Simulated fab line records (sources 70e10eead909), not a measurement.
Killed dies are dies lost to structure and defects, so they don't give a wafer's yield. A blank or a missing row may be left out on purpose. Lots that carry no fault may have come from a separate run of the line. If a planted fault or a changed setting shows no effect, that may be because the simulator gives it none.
The same fault as seen by 2 desks | flow nand harc | each desk has only its own numbers; what lay behind them comes last

## TOOL OWNER'S DESK, rie diel-04
The tool's own readings at NHARC_P_BONDPAD_ETCH_12 (etches the open film in CHF3/O2, target depth 200 nm, time 100 s): means of the sampled wafers that have a number, for each lot that ran on this tool. Marked OUT: a lot whose mean sits more than 4 standard deviations from the usual mean, which makes it out of limits; the brackets give that distance.
Columns: A = drypump motor current A at NHARC_P_BONDPAD_ETCH_12, usual 5.8 A; B = o2 flow sccm at NHARC_P_BONDPAD_ETCH_12, usual 10.004 sccm; C = oes product au at NHARC_P_BONDPAD_ETCH_12, usual 0.935 a.u.; D = rf vpp V at NHARC_P_BONDPAD_ETCH_12, usual 370.3 V; E = showerhead plenum p Torr at NHARC_P_BONDPAD_ETCH_12, usual 2.39 Torr; F = throttle valve pct at NHARC_P_BONDPAD_ETCH_12, usual 20.573 %
lot  | first seen here | A   | B      | C     | D     | E    | F
L937 | day 6 20:44     | 5.7 | 9.996  | 0.959 | 370.2 | 2.36 | 20.572
L940 | day 7 06:08     | 5.7 | 10.020 | 0.969 | 370.8 | 2.42 | 20.571
L944 | day 8 07:01     | 5.7 | 10.037 | 0.917 | 371.8 | 2.42 | 20.581
L949 | day 9 13:44     | 5.7 | 10.007 | 0.974 | 371.1 | 2.42 | 20.576
L950 | day 9 14:39     | 5.7 | 9.981  | 0.925 | 369.4 | 2.36 | 20.577
L948 | day 9 16:52     | 5.7 | 9.961  | 0.947 | 369.7 | 2.35 | 20.569
This desk found nothing out of limits on any of the 6 lots.

## METROLOGY DESK
Means of the sampled wafers that have a number, per lot and without regard to the tool the lot ran on: this is what the gauges read. Marked OUT: a lot whose mean sits more than 4 standard deviations from the usual mean, which makes it out of limits; the brackets give that distance.
Columns: A = cd nm at NHARC_THIN_TSV_CD_MEAS_12, usual 1000.8 nm
lot  | first seen here | A
L941 | day 19 00:14    | 1000.0
L937 | day 19 00:26    | 999.4
L940 | day 19 00:28    | 1001.7
L938 | day 19 21:37    | 1000.9
L944 | day 20 22:03    | 999.7
L948 | day 21 19:32    | 1001.0
L950 | day 21 20:40    | 1001.7
L949 | day 22 11:14    | 1001.0
L952 | day 22 22:10    | 1000.6
L956 | day 23 06:08    | 1000.9
L959 | day 24 06:59    | 1001.6
L960 | day 24 08:12    | 1002.1
This desk found nothing out of limits on any of the 12 lots.

## PUT TOGETHER
The desk of the tool owner found nothing out of limits.
At the metrology desk, nothing out of limits was observed.

## WHAT THE SIMULATOR PUT IN
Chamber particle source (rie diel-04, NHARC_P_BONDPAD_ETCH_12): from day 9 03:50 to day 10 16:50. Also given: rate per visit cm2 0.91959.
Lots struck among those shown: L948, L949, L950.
